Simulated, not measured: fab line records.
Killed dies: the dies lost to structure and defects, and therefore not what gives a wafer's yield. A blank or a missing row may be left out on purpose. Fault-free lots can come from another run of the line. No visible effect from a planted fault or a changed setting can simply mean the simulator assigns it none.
fab line records + flow nand_harc
[record]
- lots = 6
- wafers = 18
- last_day = 33
route steps=1302 shown P_ZERO_WELL@29 END@1302
lots that met no fault: taken from a fault-free run of the same line
start_h: hours from the record's opening day to when the first of the lot's shown wafers began + wait_h: time in hours since the lot's previous step + " unchanged from the row above + L1.1+2: several wafers, shown together as one row + - no value, or no start was given + * or withheld: withheld + < > ~ a bound
route shown NAME@n: a module of which the file shows steps, and the number in the route of the first + usual: the fault-free wafers' mean and standard deviation + same: alike in all rows + chamber/n: place in a boat + sites: the reading at each site + _std_site: the standard deviation of these + _edge_site: outer sites' mean less inner sites' + radius_mm: for every site, how far away it sits from the centre of the wafer + mask NAME#n: copy n + behind: tool/chamber where the wafer was last shaped + hold: cause of the lot's hold/its duration in hours/its outcome + device: whichever transistor did not switch (one of n, p or np) + end of line: at the end of the route, the tests of the same wafers + step lacking rows: just its recipe + killed: count of dies lost to structure and defects at first sort (not the wafer's yield) + map: per-die view of a wafer (x killed, . not killed, _ where there is no die)
set.NAME: the setting the step ran with; set.NAME@STEP: the setting that earlier step ran with + model.NAME: the simulator's own value behind a step, which no gauge read
a table for each step, a row for each wafer; lots at some steps of the route
services: from which hour (start_h, from the record's first day; less than 0 if before it) a tool's chamber was out of use, for how many hours, and why
[[steps]]
[step NHARC_P_ZERO_WELL_CD_MEAS_24]
[recipe]
- target_cd_nm = 720
- landing_energy_ev = 500
[usual]
- cd_nm = 720.1/1.5
| lot.wafer | tool      | chamber | start_h | wait_h | cd_nm |
|-----------|-----------|---------|---------|--------|-------|
| L130.2    | cd_sem-01 | 0       | 23.85   | -      | 720.8 |
| L130.3    | "         | 0       | "       | "      | 720.0 |
| L130.5    | "         | 0       | "       | "      | 720.9 |
| L133.1    | cd_sem-03 | 0       | 52.45   | -      | 718.8 |
| L133.5    | "         | 0       | "       | "      | 719.9 |
| L133.6    | "         | 0       | "       | "      | 721.2 |
| L134.1    | cd_sem-03 | 0       | 62.58   | -      | 718.1 |
| L134.2    | "         | 0       | "       | "      | 719.0 |
| L134.5    | "         | 0       | "       | "      | 719.1 |
| L149.2    | cd_sem-02 | 0       | 212.34  | -      | 721.5 |
| L149.3    | "         | 0       | "       | "      | 720.8 |
| L149.6    | "         | 0       | "       | "      | 721.4 |
| L152.1    | cd_sem-02 | 0       | 242.82  | -      | 720.7 |
| L152.2    | "         | 0       | "       | "      | 720.5 |
| L152.6    | "         | 0       | "       | "      | 719.0 |
| L153.2    | cd_sem-01 | 0       | 252.33  | -      | 720.7 |
| L153.3    | "         | 0       | "       | "      | 721.9 |
| L153.6    | "         | 0       | "       | "      | 723.8 |
[step NHARC_P_ZERO_WELL_HARDBAKE_25]
[recipe]
- temp_c = 125
- time_s = 80
[step NHARC_P_ZERO_WELL_DESCUM_26]
[recipe]
- time_s = 3
- o2_flow_sccm = 200
- ar_flow_sccm = 0
- bias_power_w = 0
- chemistry = O2
[usual]
- drypump_motor_current_A = 5.8/0.53
- oes_product_au = 1.001/0.0077
- rf_vpp_V = 57.8/0.82
- showerhead_plenum_p_Torr = 1.90/0.095
- throttle_valve_pct = 11.311/0.01
[same]
- time_s = 3
| lot.wafer | tool        | chamber | start_h | wait_h | drypump_motor_current_A | oes_product_au | rf_hours_counter_h | rf_vpp_V | showerhead_plenum_p_Torr | throttle_valve_pct |
|-----------|-------------|---------|---------|--------|-------------------------|----------------|--------------------|----------|--------------------------|--------------------|
| L130.3    | rie_diel-01 | 3       | 24.02   | -      | 6.1                     | 1.000          | 56                 | 58.0     | 1.82                     | 11.318             |
| L130.2    | "           | 1       | "       | "      | 6.3                     | 0.996          | 49                 | 58.1     | 2.03                     | 11.319             |
| L130.5    | "           | 2       | "       | "      | 6.4                     | 0.990          | -                  | 57.2     | 1.79                     | 11.315             |
| L133.1    | rie_diel-01 | 2       | 52.63   | -      | 6.4                     | 1.016          | 5                  | 58.3     | 1.79                     | 11.288             |
| L133.5    | "           | 1       | "       | "      | 6.3                     | 0.998          | -                  | 58.1     | 2.03                     | 11.325             |
| L133.6    | "           | 2       | "       | "      | 6.4                     | 0.998          | -                  | 57.6     | 1.79                     | 11.293             |
| L134.1    | rie_diel-01 | 2       | 62.74   | -      | 6.4                     | 0.998          | 8                  | 56.3     | 1.79                     | 11.321             |
| L134.2    | "           | 3       | "       | "      | 6.0                     | 0.991          | 9                  | 56.7     | 1.82                     | 11.311             |
| L134.5    | "           | 2       | "       | "      | 6.4                     | 0.997          | -                  | 58.2     | 1.79                     | 11.305             |
| L149.2    | rie_diel-09 | 2       | 212.49  | -      | 5.8                     | 1.004          | 17                 | 57.1     | 1.83                     | 11.300             |
| L149.3    | "           | 1       | "       | "      | 5.5                     | 0.996          | 16                 | 56.1     | 1.95                     | 11.315             |
| L149.6    | "           | 2       | "       | "      | 5.8                     | 1.004          | -                  | 58.0     | 1.82                     | 11.303             |
| L152.1    | rie_diel-05 | 3       | 243.00  | -      | 6.3                     | 0.991          | 0                  | 57.8     | 2.03                     | 11.315             |
| L152.2    | "           | 0       | "       | "      | 5.8                     | 1.002          | 0                  | 56.9     | 1.81                     | 11.308             |
| L152.6    | "           | 1       | "       | "      | 5.3                     | 1.002          | -                  | 58.9     | 2.00                     | 11.318             |
| L153.2    | rie_diel-01 | 0       | 252.49  | -      | 4.8                     | 1.006          | 16                 | 57.2     | 1.78                     | 11.302             |
| L153.3    | "           | 3       | "       | "      | 6.1                     | 0.993          | 16                 | 58.4     | 1.80                     | 11.307             |
| L153.6    | "           | 1       | "       | "      | 6.2                     | 1.014          | -                  | 57.7     | 2.01                     | 11.319             |
[step NHARC_P_ZERO_WELL_IMPLANT_27]
[recipe]
- energy_kev = 600
- dose_cm2 = 1e+13
- tilt_deg = 7
[step NHARC_P_ZERO_WELL_IMPLANT_57]
[recipe]
- energy_kev = 250
- dose_cm2 = 4e+12
- tilt_deg = 7
[step NHARC_P_ZERO_WELL_IMPLANT_58]
[recipe]
- energy_kev = 100
- dose_cm2 = 2e+12
- tilt_deg = 7
[step NHARC_P_ZERO_WELL_STRIP_28]
[recipe]
- time_s = 840
- temp_c = 130
- chemistry = SPM
[step NHARC_P_ZERO_WELL_DEHYDRATE_29]
[recipe]
- temp_c = 150
- time_s = 120
[step NHARC_P_ZERO_WELL_HMDS_30]
[recipe]
- time_s = 30
[step NHARC_P_ZERO_WELL_COAT_31]
[recipe]
- spin_rpm = withheld
[step NHARC_P_ZERO_WELL_SOFTBAKE_32]
[recipe]
- temp_c = 122
- time_s = 95
[step NHARC_P_ZERO_WELL_EBR_33]
[step NHARC_P_ZERO_WELL_EXPOSE_34]
[recipe]
- na = 0.6
- target_cd_nm = 720
- dose_mj = 22.31
- mask_id = P_PWELL
[usual]
- stage_vel_mm_s = 500.01/0.25
| lot.wafer | tool           | chamber | start_h | wait_h | mask      | stage_vel_mm_s |
|-----------|----------------|---------|---------|--------|-----------|----------------|
| L130.2    | krf_scanner-01 | 0       | 25.37   | -      | P_PWELL#0 | 499.61         |
| L130.3    | "              | 0       | "       | "      | P_PWELL#0 | 499.83         |
| L130.5    | "              | 0       | "       | "      | P_PWELL#0 | 499.82         |
| L133.1    | krf_scanner-01 | 0       | 53.80   | -      | P_PWELL#0 | 499.94         |
| L133.5    | "              | 0       | "       | "      | P_PWELL#0 | 499.82         |
| L133.6    | "              | 0       | "       | "      | P_PWELL#0 | 499.86         |
| L134.1    | krf_scanner-01 | 0       | 63.97   | -      | P_PWELL#0 | 499.98         |
| L134.2    | "              | 0       | "       | "      | P_PWELL#0 | 499.79         |
| L134.5    | "              | 0       | "       | "      | P_PWELL#0 | 500.00         |
| L149.2    | krf_scanner-02 | 0       | 213.70  | -      | P_PWELL#0 | 500.03         |
| L149.3    | "              | 0       | "       | "      | P_PWELL#0 | 500.33         |
| L149.6    | "              | 0       | "       | "      | P_PWELL#0 | 500.16         |
| L152.1    | krf_scanner-04 | 0       | 244.30  | -      | P_PWELL#0 | 499.81         |
| L152.2    | "              | 0       | "       | "      | P_PWELL#0 | 499.58         |
| L152.6    | "              | 0       | "       | "      | P_PWELL#0 | 500.27         |
| L153.2    | krf_scanner-04 | 0       | 253.68  | -      | P_PWELL#0 | 500.18         |
| L153.3    | "              | 0       | "       | "      | P_PWELL#0 | 500.25         |
| L153.6    | "              | 0       | "       | "      | P_PWELL#0 | 499.95         |
[step NHARC_P_ZERO_WELL_PEB_35]
[recipe]
- peb_temp_c = 118
- peb_time_s = 85
[step NHARC_P_ZERO_WELL_DEVELOP_36]
[recipe]
- time_s = 70
[step NHARC_P_ZERO_WELL_CD_MEAS_37]
[recipe]
- target_cd_nm = 720
- landing_energy_ev = 500
[usual]
- cd_nm = 719.6/1.5
| lot.wafer | tool      | chamber | start_h | wait_h | cd_nm |
|-----------|-----------|---------|---------|--------|-------|
| L130.2    | cd_sem-01 | 0       | 25.53   | -      | 717.1 |
| L130.3    | "         | 0       | "       | "      | 720.1 |
| L130.5    | "         | 0       | "       | "      | 720.5 |
| L133.1    | cd_sem-02 | 0       | 53.96   | -      | 725.7 |
| L133.5    | "         | 0       | "       | "      | 725.7 |
| L133.6    | "         | 0       | "       | "      | 716.6 |
| L134.1    | cd_sem-02 | 0       | 64.13   | -      | 727.9 |
| L134.2    | "         | 0       | "       | "      | 728.2 |
| L134.5    | "         | 0       | "       | "      | 724.1 |
| L149.2    | cd_sem-02 | 0       | 213.85  | -      | 718.9 |
| L149.3    | "         | 0       | "       | "      | 719.1 |
| L149.6    | "         | 0       | "       | "      | 719.9 |
| L152.1    | cd_sem-02 | 0       | 244.45  | -      | 720.4 |
| L152.2    | "         | 0       | "       | "      | 720.2 |
| L152.6    | "         | 0       | "       | "      | 720.3 |
| L153.2    | cd_sem-01 | 0       | 253.84  | -      | 717.9 |
| L153.3    | "         | 0       | "       | "      | 720.0 |
| L153.6    | "         | 0       | "       | "      | 720.6 |
[step NHARC_P_ZERO_WELL_HARDBAKE_38]
[recipe]
- temp_c = 125
- time_s = 80
[step NHARC_END_SORT_01]
[recipe]
- temp_c = 25
[usual]
- killed_at_array = 54/20
- killed_at_other = 0.9/1.1
- killed_at_periphery = 3.8/2.4
- killed_dies = 58/20
- killed_open = 3.5/1.9
- killed_short = 2.5/1.6
[same]
- gross_dies = 677
| lot.wafer | tool      | chamber | start_h | wait_h | killed_at_array | killed_at_other | killed_at_periphery | killed_dies | killed_open | killed_short |
|-----------|-----------|---------|---------|--------|-----------------|-----------------|---------------------|-------------|-------------|--------------|
| L149.2    | prober-02 | 0       | 765.81  | 2.8    | 45              | 3               | 6                   | 54          | 3           | 1            |
| L149.3    | prober-02 | 0       | 766.63  | 3.1    | 57              | 0               | 3                   | 60          | 3           | 4            |
| L149.6    | prober-02 | 0       | 769.09  | 4.1    | 69              | 0               | 3                   | 72          | 3           | 4            |
// killed by level:class
L149.2 A_SLIT:chamber_film_flake=29 A_CHANNEL_HOLE_D1:chamber_film_flake=8 P_M2:chamber_film_flake=3 P_GATE:chamber_film_flake=2 A_DECK1_JOINT:chamber_film_flake=2 A_CHANNEL_FILL_D2:geometric_particle:open=1 A_WL_FILL:geometric_particle:short=1 A_M0:geometric_particle:open=1
L149.3 A_SLIT:chamber_film_flake=31 A_CONTACT:chamber_film_flake=10 A_CHANNEL_HOLE_D1:chamber_film_flake=4 A_CHANNEL_FILL_D1:geometric_particle:open=2 A_WL_FILL:geometric_particle:short=2 P_M2:chamber_film_flake=2 A_CHANNEL_FILL_D1:geometric_particle:short=1 A_DECK1_JOINT:geometric_particle:open=1
L149.6 A_SLIT:chamber_film_flake=41 A_CHANNEL_HOLE_D1:chamber_film_flake=8 A_CONTACT:chamber_film_flake=6 P_M2:chamber_film_flake=3 A_STAIRCASE:chamber_film_flake=3 A_WL_FILL:geometric_particle:short=2 A_DECK1_JOINT:chamber_film_flake=2 A_SOURCE_PLATE:geometric_particle:open=1
[[services]]
| tool           | chamber | start_h | hours | kind   |
|----------------|---------|---------|-------|--------|
| rie_diel-01    | 3       | 1.30    | 1.3   | repair |
| rie_diel-09    | -       | 1.88    | 1.7   | repair |
| krf_scanner-04 | -       | 10.00   | 4.0   | pm     |
| krf_scanner-02 | -       | 11.56   | 1.9   | repair |
| rie_diel-01    | -       | 26.80   | 9.0   | pm     |
| krf_scanner-01 | -       | 27.25   | 4.0   | pm     |
| rie_diel-05    | 1       | 38.11   | 4.4   | repair |
| rie_diel-05    | -       | 54.36   | 9.0   | pm     |
| krf_scanner-04 | -       | 57.29   | 1.0   | repair |
| krf_scanner-02 | -       | 94.00   | 4.0   | pm     |
| rie_diel-01    | 2       | 103.38  | 2.7   | repair |
| rie_diel-05    | 0       | 115.50  | 17.9  | repair |
| rie_diel-01    | 1       | 136.96  | 6.4   | repair |
| krf_scanner-02 | -       | 137.36  | 1.0   | repair |
| krf_scanner-02 | -       | 141.70  | 5.7   | repair |
| rie_diel-09    | -       | 143.16  | 9.0   | pm     |
| krf_scanner-04 | -       | 150.84  | 0.8   | repair |
| krf_scanner-04 | -       | 182.00  | 4.0   | pm     |
| rie_diel-01    | 2       | 194.74  | 21.1  | repair |
| krf_scanner-01 | -       | 199.01  | 2.1   | repair |
| rie_diel-01    | -       | 203.80  | 9.0   | pm     |
| krf_scanner-01 | -       | 207.65  | 0.3   | repair |
| krf_scanner-04 | -       | 210.95  | 0.5   | repair |
| krf_scanner-01 | -       | 232.48  | 3.1   | repair |
[[key]]
[first_sign]
- step = NHARC_P_ZERO_WELL_CD_MEAS_37
- reading = cd_nm
- direction = up
- sigmas = 4.5
- usual = 719.6
- struck = 726.3
effect none on later readings
met_at NHARC_P_ZERO_WELL_EXPOSE_34
struck_wafers L133.1,L133.5,L134.1,L134.2,L134.5
tester_left_out L133,L134
onset_between 25.37 53.80
[fault]
- kind = process_parameter_drift
- tool = krf_scanner-01
- chamber = -
- onset_h = 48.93
- steps = NHARC_P_ZERO_WELL_EXPOSE_34
- channel = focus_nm
- offset = 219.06
- shape = step
- end_h = 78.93
- scope = struck_wafers_only
// tester_left_out: of these lots the tester's yield and bins aren't shown, on N5 and GAA mostly nor the transistor test; their killed dies are dies lost to structure and defects alone, not to doping, threshold or leakage, so they don't give the yield
